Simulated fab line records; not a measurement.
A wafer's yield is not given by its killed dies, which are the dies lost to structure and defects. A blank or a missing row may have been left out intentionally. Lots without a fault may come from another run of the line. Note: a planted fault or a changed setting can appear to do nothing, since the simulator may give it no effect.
Matching of chambers ; flow n5 finfet ; 4 sister chambers for N5_BEOL_M6_ETCH_66 on rie diel-02
The step etches SOC in N2/H2, target depth 80 nm, overetch 16 nm, time 120 s. 18 wafers are shown with their chamber, then 9 later ones without.

## EACH WAFER AND ITS CHAMBER
wafer;chamber;showerhead plenum p Torr (Torr);oes product au (a.u.);throttle valve pct (%)
L078.3;0;2.56;0.60;17.59
L078.5;3;2.49;0.67;17.82
L078.6;2;2.42;0.58;17.70
L079.1;0;2.56;0.60;17.59
L079.2;1;2.61;0.68;17.83
L079.6;3;2.48;0.67;17.86
L081.2;2;2.42;0.57;17.73
L081.4;1;2.61;0.68;17.84
L081.5;1;2.61;0.67;17.83
L082.4;2;2.42;0.57;17.73
L082.5;1;2.61;0.67;17.85
L082.6;2;2.42;0.57;17.74
L080.1;0;2.55;0.59;17.62
L080.2;3;2.48;0.65;17.85
L080.4;2;2.42;0.57;17.73
L086.1;2;2.41;0.56;17.77
L086.2;3;2.48;0.64;17.88
L086.3;0;2.55;0.59;17.63

SIGNATURES (averages over the wafers above)
reading;chamber 0;chamber 1;chamber 2;chamber 3;scatter within a chamber
showerhead plenum p Torr;2.5550;2.6100;2.4183;2.4825;0.0043
oes product au;0.5950;0.6750;0.5700;0.6575;0.00876
throttle valve pct;17.6075;17.8375;17.7333;17.8525;0.0206
Rule: distance of a wafer from a chamber = root of the sum over the readings of ((wafer's reading minus chamber's mean) / reading's scatter) squared. The wafer belongs to the nearest chamber; if the next one is less than 2 further off, it can't be placed. How the scatter is found: for the shown wafers, subtract from each reading the mean of its chamber, square and add these, divide the total by (wafers less chambers), then take the root.

## WAFERS WITHOUT THEIR CHAMBER
wafer;showerhead plenum p Torr (Torr);oes product au (a.u.);throttle valve pct (%)
L092.2;2.41;0.56;17.78
L092.3;2.60;0.64;17.90
L092.4;2.54;0.58;17.66
L093.1;2.54;0.58;17.64
L093.2;2.41;0.56;17.77
L093.4;2.60;0.65;17.89
L097.1;2.59;0.62;17.90
L097.4;2.54;0.57;17.65
L097.5;2.54;0.57;17.67

## CHAMBER TAKEN BY EACH
wafer;from the rows above;in truth
L092.2;2;2
L092.3;1;1
L092.4;0;0
L093.1;0;0
L093.2;2;2
L093.4;1;1
L097.1;1;1
L097.4;0;0
L097.5;0;0
Correctly placed: 9 of 9. Left unplaced by these rows: 0. Wrongly placed: 0.
